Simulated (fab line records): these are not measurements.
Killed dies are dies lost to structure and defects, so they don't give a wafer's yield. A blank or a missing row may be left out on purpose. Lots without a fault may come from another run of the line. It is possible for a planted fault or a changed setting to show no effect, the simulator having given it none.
Split-lot study ; flow n5-finfet ; on a route of 1938 steps: 7 lots, 39 wafers read

## SPLIT DETAILS
At N5_MOL_CONTACT_COAG_ALD_20 (deposits TiN, target thk 1.5 nm, pulse time 1 s, purge time 3 s), the setting ald-cycles was moved away from the recipe's 68 on 6 of the 39 wafers read, by -58.8% to +17.6%. The other wafers ran this setting at the recipe's value.

Reading taken at the split's own step.

## THE READING
TiN_of_MOL_CONTACT_COAG_ALD_20.thk-nm (the simulator's own value, which no gauge read), in nm, at N5_MOL_CONTACT_COAG_ALD_20 (deposits TiN, target thk 1.5 nm, pulse time 1 s, purge time 3 s). The file does not state a usual value for it. Here, 33 wafers ran the recipe; their average is 1.5 nm with a standard deviation of 0.096 nm.

wafer;tool, chamber at the split;ald-cycles as run;against the recipe;TiN_of_MOL_CONTACT_COAG_ALD_20.thk-nm, nm;against lot-mates on the recipe
L076.1;ald-metal-04, 0;68;recipe;1.4;-
L076.5;ald-metal-04, 3,2;68;recipe;1.6;-
L076.6;ald-metal-04, 3,2;68;recipe;1.6;-
L078.1;ald-metal-04, 0,1,3;68;recipe;1.4;-
L078.3;ald-metal-04, 0,1,3;68;recipe;1.4;-
L078.6;ald-metal-04, 0,1,3;68;recipe;1.4;-
L078.2;ald-metal-04, 2,3,2;68;recipe;1.6;-
L078.4;ald-metal-04, 2,3,2;68;recipe;1.6;-
L078.5;ald-metal-04, 2,3,2;68;recipe;1.6;-
L083.1;ald-metal-03, 0,1,3,0;68;recipe;1.6;-
L083.2;ald-metal-03, 0,1,3,0;68;recipe;1.6;-
L083.3;ald-metal-03, 0,1,3,0;68;recipe;1.6;-
L083.6;ald-metal-03, 0,1,3,0;68;recipe;1.6;-
L083.4;ald-metal-03, 2,3;68;recipe;1.4;-
L083.5;ald-metal-03, 2,3;68;recipe;1.4;-
L086.1;ald-metal-04, 0,2;68;recipe;1.6;-
L086.3;ald-metal-04, 0,2;68;recipe;1.6;-
L086.2;ald-metal-04, 3,1,0,3;68;recipe;1.4;-
L086.4;ald-metal-04, 3,1,0,3;68;recipe;1.4;-
L086.5;ald-metal-04, 3,1,0,3;68;recipe;1.4;-
L086.6;ald-metal-04, 3,1,0,3;68;recipe;1.4;-
L090.1;ald-metal-04, 2,1,2;68;recipe;1.4;-
L090.3;ald-metal-04, 2,1,2;68;recipe;1.4;-
L090.5;ald-metal-04, 2,1,2;68;recipe;1.4;-
L090.2;ald-metal-04, 0,0,1;80;+17.6%;1.8;+0.4
L090.4;ald-metal-04, 0,0,1;80;+17.6%;1.8;+0.4
L090.6;ald-metal-04, 0,0,1;80;+17.6%;1.8;+0.4
L091.1;ald-metal-04, 0,1,2,3,2;68;recipe;1.4;-
L091.2;ald-metal-04, 0,1,2,3,2;68;recipe;1.4;-
L091.3;ald-metal-04, 0,1,2,3,2;68;recipe;1.4;-
L091.4;ald-metal-04, 0,1,2,3,2;68;recipe;1.4;-
L091.5;ald-metal-04, 0,1,2,3,2;68;recipe;1.4;-
L091.6;ald-metal-04, 3;68;recipe;1.6;-
L095.1;ald-metal-04, 3,1,1;28;-58.8%;0.6;-0.8
L095.3;ald-metal-04, 3,1,1;28;-58.8%;0.6;-0.8
L095.5;ald-metal-04, 3,1,1;28;-58.8%;0.6;-0.8
L095.2;ald-metal-04, 0,2,0;68;recipe;1.4;-
L095.4;ald-metal-04, 0,2,0;68;recipe;1.4;-
L095.6;ald-metal-04, 0,2,0;68;recipe;1.4;-
Where a row lists several chambers, the file gives one row for several wafers and doesn't say which wafer went through which chamber.

FIT RESULTS
A straight line over all 39 wafers: TiN_of_MOL_CONTACT_COAG_ALD_20.thk-nm changes by +0.0152 nm for each +1% of ald-cycles; r = +0.94; the points scatter about the line by 0.092 nm.
The same after taking each lot's own level away (the mean of its wafers on the recipe; 39 wafers): +0.0145 nm for each +1%; r = +0.94; scatter 0.088 nm.
On that fit, the largest move of ald-cycles shifts the reading by 0.85 nm.
From 1.40 to 1.53 nm: that is the span of the lots' own levels, equal to 1.4 times the standard deviation above.
The two slopes agree, so the slope changes little with the lot-to-lot level.
Check: for one of the wafers moved furthest among these (-58.8%), held out of the fit, the line's prediction against its lot-mates is -0.856 nm. It came out at -0.8 nm against them.

## THE OTHER SPLITS THESE WAFERS WENT THROUGH
Before the reading, these wafers also passed through other splits. Each is held against what the fit with the lots' levels taken away leaves over:
other split on the same wafers;wafers away from the commonest value;r with TiN_of_MOL_CONTACT_COAG_ALD_20.thk-nm (lot level and that fit taken away)
N5_FIN_SAQP_HM_DEP_03 time-s;15;+0.10
N5_DUMMY_GATE_ETCH_31 target-depth-a;18;+0.05
N5_HKMG_FIN_ETCH_67 target-depth-a;9;+0.03

## THE FILE'S OWN FIT
TiN_of_MOL_CONTACT_COAG_ALD_20.thk-nm changes by +0.0143 nm for each +1% of ald-cycles, r = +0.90.
